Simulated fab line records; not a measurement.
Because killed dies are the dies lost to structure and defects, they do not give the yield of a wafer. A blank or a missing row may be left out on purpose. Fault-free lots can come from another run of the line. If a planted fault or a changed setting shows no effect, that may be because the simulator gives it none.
Comparing a struck lot with a sound one :: flow nandHarc :: 15 steps out of a route of 1159
Sound: the wafers L355.1, L355.3, L355.4. The struck wafers were L362.1, L362.5, L362.6. The cause is named last.
Each step with rows lists, per side, the tool, then ch with its chambers, then its first start. Under that, the readings that differ: sound wafers :: struck wafers :: difference of the means :: sigmas: that difference in standard deviations of wafers without a fault.
alike: same words and numbers on both sides, and readings whose means sit less than 2 such deviations apart. not compared: any withheld reading, any reading some wafer has no value for, any bound like >300 that may hide the same value, and any number with overlapping values for which the record gives no deviation.
A row with sigmas, a row that says differs or no value, or rows on one side alone: a step with any of these is where the two part. When numbers do not overlap yet have no deviation, they are printed without sigmas and do not part them. A reading that every wafer of one side lacks parts them only if that side has two wafers or more.

NHARC_P_M2_ETCH_35: etches the open film in N2/H2, target depth 40 nm, overetch 12 nm, time 43.94 s.
  sound on rieDiel-07 ch 0,1,3, day 6 19:54; struck on rieDiel-07 ch 0,1,2, day 8 07:10
  alike: chamberPressureMTorr, drypumpMotorCurrentA, n2FlowSccm, oesProductAu, rfVppV, showerheadPlenumPTorr, throttleValvePct
  not compared: rfHoursCounterH
NHARC_P_M2_ETCH_15: etches the open film in C4F8/Ar, target depth 182.5 nm, time 91.2 s.
  sound on rieDiel-07 ch 0,2,3; struck on rieDiel-07 ch 0,2,3
  alike: chamberPressureMTorr, oesProductAu, rfVppV
  not compared: rfHoursCounterH
NHARC_P_M2_CD_MEAS_16:
  struck on cdSem-01, day 8 07:23; sound on cdSem-02, day 6 20:07
  alike: cdNm
then, 1 step without rows for these wafers: NHARC_P_M2_STRIP_18 (strips in N2/H2).
NHARC_P_M2_ETCH_28: etches the open film in CF4/N2, target depth 30 nm, time 72.99 s.
  sound on rieDiel-07 ch 0,1,2; struck on rieDiel-07 ch 0,1
  alike: chamberPressureMTorr, drypumpMotorCurrentA, n2FlowSccm, oesProductAu, rfVppV, showerheadPlenumPTorr, throttleValvePct
  not compared: rfHoursCounterH
then, 2 steps without rows for these wafers: NHARC_P_M2_STRIP_19 (strips in post etch residue remover, time 600 s); NHARC_P_M2_DEGAS_29 (time 60 s).
NHARC_P_M2_PRE_CLEAN_30: time 30 s.
  sound on pvdSputter-03; struck on pvdSputter-03
  alike: heaterPowerW
then, 1 step without rows for these wafers: NHARC_P_M2_PVD_20 (deposits TaN, target thk 5 nm, time 8.06 s).
NHARC_P_M2_PVD_21: deposits Cu, target thk 30 nm, time 20.49 s.
  sound on pvdSputter-03; struck on pvdSputter-03
  alike: throttleValvePct
then, 2 steps without rows for these wafers: NHARC_P_M2_ECD_22 (material Cu, target thk 400 nm); NHARC_P_M2_ANNEAL_31 (time 90 s).
NHARC_P_M2_CMP_23: polishes, t overpolish 20 s, target thk 144.3 nm.
  sound on cmp-04 ch 1,2,3, day 6 22:02; struck on cmp-04 ch 0,1, day 8 09:11
  no value came back on the struck wafers for edgeZonePressureFrac, motorCurrentA (A), timeToEndpointS (s); on the sound wafers edgeZonePressureFrac reads 0.993 0.990 1.007
NHARC_P_M2_THK_MEAS_24: measures by xrf.
  struck on filmMetro-01, day 8 09:40; sound on filmMetro-02, day 6 22:19
reading: thkNm (nm)
sound: 143.1 143.0 144.9
struck: 395.2 395.1 401.7
difference: +253.7
sigmas: +99 or more
  not compared: hold
next, for these wafers, 1 step has no rows: NHARC_END_SORT_01.

== WHERE THEY PART ==
Last at NHARC_P_M2_THK_MEAS_24 as far as this record goes, first at NHARC_P_M2_CMP_23.

WHY: whatever the simulator had introduced
Beginning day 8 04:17, the whole step at NHARC_P_M2_CMP_23 was skipped on cmp-04. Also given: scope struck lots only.
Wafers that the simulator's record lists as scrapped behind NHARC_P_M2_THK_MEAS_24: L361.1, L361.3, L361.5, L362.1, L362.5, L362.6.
